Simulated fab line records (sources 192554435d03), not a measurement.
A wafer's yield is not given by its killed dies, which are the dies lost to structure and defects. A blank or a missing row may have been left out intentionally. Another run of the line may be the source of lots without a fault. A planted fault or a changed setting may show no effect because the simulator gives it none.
Struck lot and sound lot, side by side	flow n5-finfet	14 steps out of a route of 1938
Sound: the wafers L340.3, L340.5, L340.6. The struck wafers were L342.1, L342.2, L342.4. Last of all comes the cause.
For every step that has rows: the tool of each side, followed by ch and its chambers, followed by its first start. Under that, the readings that differ: sound wafers	struck wafers	difference of the means	sigmas: that difference in standard deviations of wafers without a fault.
alike: words and numbers the same on both sides, and readings whose means are apart by under 2 such deviations; not compared: readings that were withheld, readings missing a value for some wafer, numbers with overlapping values and no deviation given by the record, and bounds like >300 which may hide the same value.
A row with sigmas, a row that says differs or no value, or rows on one side alone: a step with any of these is where the two part. Numbers that have no deviation but don't overlap get no sigmas and don't part them. Lack of a reading on every wafer of one side parts them only where that side has two or more wafers.

N5_BEOL_M10_ETCH_61: etches SiARC in CF4, target depth 39 nm, time 65 s.
  sound on rie-diel-05 ch 1,2,3, day 10 03:39; struck on rie-diel-06 ch 0,2,3, day 10 08:11
  alike: drypump-motor-current-A, etch-rf-on-time-s, oes-product-au, rf-vpp-V, showerhead-plenum-p-Torr, throttle-valve-pct
  not compared: rf-hours-counter-h
N5_BEOL_M10_ETCH_62: etches SOC in N2/H2, target depth 110 nm, overetch 22 nm, time 165 s.
  sound on rie-diel-05 ch 1,2,3, day 10 03:42; struck on rie-diel-06 ch 0,2,3, day 10 08:14
  alike: drypump-motor-current-A, oes-product-au, rf-vpp-V, showerhead-plenum-p-Torr, throttle-valve-pct
  not compared: rf-hours-counter-h
then, 1 step without rows for these wafers: N5_BEOL_M10_STRIP_68 (strips in N2/H2).
N5_BEOL_M10_STRIP_67: strips in CF4.
  sound on rie-diel-05 ch 1,2,3, day 10 03:50; struck on rie-diel-06 ch 0,2,3, day 10 08:22
  alike: drypump-motor-current-A, oes-product-au, rf-vpp-V, showerhead-plenum-p-Torr, throttle-valve-pct
  not compared: rf-hours-counter-h
N5_BEOL_M10_HM_OPEN_17: chemistry Cl2/BCl3, target TiN, target depth 20 nm, overetch 6 nm.
  sound on rie-metal-02 ch 0,1, day 10 03:55; struck on rie-metal-03 ch 0,1, day 10 08:25
  alike: drypump-motor-current-A, oes-product-au, throttle-valve-pct
  not compared: rf-hours-counter-h
N5_BEOL_M10_STRIP_19: strips in O2.
  sound on rie-diel-02 ch 2,3, day 10 04:00; struck on rie-diel-05 ch 0,2,3, day 10 08:34
reading	sound	struck	difference	sigmas
throttle-valve-pct (%)	17.18 17.16 17.19	16.50 16.75 16.59	-0.56	-3
  alike: drypump-motor-current-A, oes-product-au, rf-vpp-V, showerhead-plenum-p-Torr
  not compared: rf-hours-counter-h
N5_BEOL_M10_CD_MEAS_18: pitch 140 nm, target cd 70 nm.
  struck on cd-sem-01, day 10 08:38; sound on cd-sem-03, day 10 04:04
  alike: cd-nm
then, 5 steps without rows for these wafers: N5_BEOL_M10_COAT_63 (time 60 s, resist thk 100 nm); N5_BEOL_M10_COAT_64 (time 60 s, resist thk 30 nm); N5_BEOL_M10_COAT_22 (resist thk 90 nm); N5_BEOL_M10_EBR_24; N5_BEOL_M10_SOFTBAKE_23 (time 60 s).
N5_BEOL_M10_EXPOSE_25: exposes mask V9.
  sound on arfi-scanner-01 ch 0, day 10 05:30; struck on arfi-scanner-02, day 10 09:32
  no value came back on the struck wafers for exposure-dose-mJ-cm2, focus-offset-nm (nm), sigma-outer; on the sound wafers exposure-dose-mJ-cm2 reads 85.47 85.47 85.45
  alike: mask
then, 1 step without rows for these wafers: N5_BEOL_M10_PEB_26 (peb time 60 s).

== WHERE THEY PART ==
Earliest at N5_BEOL_M10_STRIP_19; latest, in this record, at N5_BEOL_M10_EXPOSE_25.

WHY: what the simulator had put in
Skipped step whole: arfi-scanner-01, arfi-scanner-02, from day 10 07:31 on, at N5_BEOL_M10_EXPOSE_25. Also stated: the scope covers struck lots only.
